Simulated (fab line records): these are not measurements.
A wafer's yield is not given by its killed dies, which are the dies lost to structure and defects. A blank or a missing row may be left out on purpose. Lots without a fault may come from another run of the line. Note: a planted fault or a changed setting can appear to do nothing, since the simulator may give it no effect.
Comparing a struck lot with a sound one / flow n5_finfet / 16 steps out of a route of 1938
Sound: wafers L668.1, L668.3, L668.6. Struck: wafer L661.6; the same lot's L661.4 was not struck, so it is left out; see the end for the cause.
For every step that has rows: the tool of each side, followed by ch and its chambers, followed by its first start. Under that, the readings that differ: sound wafers / struck wafers / difference of the means / sigmas: that difference in standard deviations of wafers without a fault.
alike: same words and numbers on both sides, and readings whose means sit less than 2 such deviations apart. not compared: any withheld reading, any reading some wafer has no value for, any bound like >300 that may hide the same value, and any number with overlapping values for which the record gives no deviation.
The two part at a step that has a row with sigmas, a row that says differs or no value, or rows on one side only. Non-overlapping numbers with no deviation appear without sigmas and do not part them. A reading missing from all wafers of one side parts the sides only when that side holds two or more wafers.

first, 5 steps without rows for these wafers: N5_SD_EPI_P_EBR_05; N5_SD_EPI_P_SOFTBAKE_04 (time 60 s); N5_SD_EPI_P_EXPOSE_06 (exposes mask SD P BLK, target cd 240 nm); N5_SD_EPI_P_PEB_07 (peb time 60 s); N5_SD_EPI_P_DEVELOP_08 (develop time 30 s).
N5_SD_EPI_P_CD_MEAS_09: target cd 240 nm.
  sound on cd_sem-01 ch 0, day 7 04:07; struck on cd_sem-03 ch 0, day 5 11:05
  alike: cd_nm
N5_SD_EPI_P_OVL_MEAS_10:
  sound on overlay-02 ch 0, day 7 04:09; struck on overlay-01 ch 0, day 5 11:07
  alike: SD_P_BLK_OVL
N5_SD_EPI_P_INSPECT_11: inspects for defects (macro).
  sound on defect_inspect-02, day 7 04:10; struck on defect_inspect-02, day 5 11:08
  alike: raw_defect_count
N5_SD_EPI_P_DESCUM_14: chemistry O2, time 7.9 s.
  sound on rie_diel-04 ch 2,3, day 7 04:12; struck on rie_diel-03 ch 3, day 5 11:10
  alike: drypump_motor_current_A, oes_product_au, rf_vpp_V, showerhead_plenum_p_Torr, throttle_valve_pct
  not compared: rf_hours_counter_h
N5_SD_EPI_P_ETCH_36: etches SiARC in CF4, target depth 45.5 nm, time 75.8 s.
  sound on rie_diel-04 ch 2,3, day 7 04:14; struck on rie_diel-03 ch 3, day 5 11:13
  alike: drypump_motor_current_A, etch_rf_on_time_s, oes_product_au, rf_vpp_V, showerhead_plenum_p_Torr, throttle_valve_pct
  not compared: rf_hours_counter_h
N5_SD_EPI_P_ETCH_37: etches SOC in N2/H2, overetch 108 nm, time 486 s.
  sound on rie_diel-04 ch 2,3, day 7 04:17; struck on rie_diel-03 ch 3, day 5 11:16
  alike: drypump_motor_current_A, oes_product_au, rf_vpp_V, showerhead_plenum_p_Torr, throttle_valve_pct
  not compared: rf_hours_counter_h
then, 1 step without rows for these wafers: N5_SD_EPI_P_STRIP_38 (strips in N2/H2).
N5_SD_EPI_P_ETCHBACK_46: etches SiNx in CH3F/O2, stops on SiO2, target depth 17.5 nm.
  sound on rie_diel-04 ch 2,3, day 7 04:37; struck on rie_diel-03 ch 3, day 5 11:35
reading=over_etch_frac; sound=0.3 0.3 0.3; struck=0.26786; difference=-0.03214; sigmas=
  alike: drypump_motor_current_A, oes_product_au, rf_vpp_V, showerhead_plenum_p_Torr, throttle_valve_pct
  not compared: rf_hours_counter_h
N5_SD_EPI_P_ETCH_47: etches SiOCN in CH3F/O2, target depth 25 nm.
  sound on rie_diel-04 ch 2,3, day 7 04:43; struck on rie_diel-03 ch 3, day 5 11:41
  alike: drypump_motor_current_A, oes_product_au, rf_vpp_V, showerhead_plenum_p_Torr, throttle_valve_pct
  not compared: rf_hours_counter_h
-- the record jumps here: 5 days lie between the struck wafers' starts before and after (it left off in module SD_EPI_P and takes up again in module BEOL_M4, whose first step shown is number 1111 of the route) --
N5_BEOL_M4_RC_MEAS_101:
  sound on prober-02 ch 0, day 14 12:50; struck on prober-02 ch 0, day 10 03:36
  alike: DIBL_N, DIBL_P, IOFF_N, IOFF_P, ION_N, ION_P, SS_N, SS_P, VT_N, VT_P
N5_PASSIVATION_PROBE_49:
  sound wafers here have rows in the record (prober-01, day 20 03:34); struck ones have none

== WHERE THEY PART ==
Only at N5_PASSIVATION_PROBE_49, within this record.

WHY: whatever the simulator had introduced
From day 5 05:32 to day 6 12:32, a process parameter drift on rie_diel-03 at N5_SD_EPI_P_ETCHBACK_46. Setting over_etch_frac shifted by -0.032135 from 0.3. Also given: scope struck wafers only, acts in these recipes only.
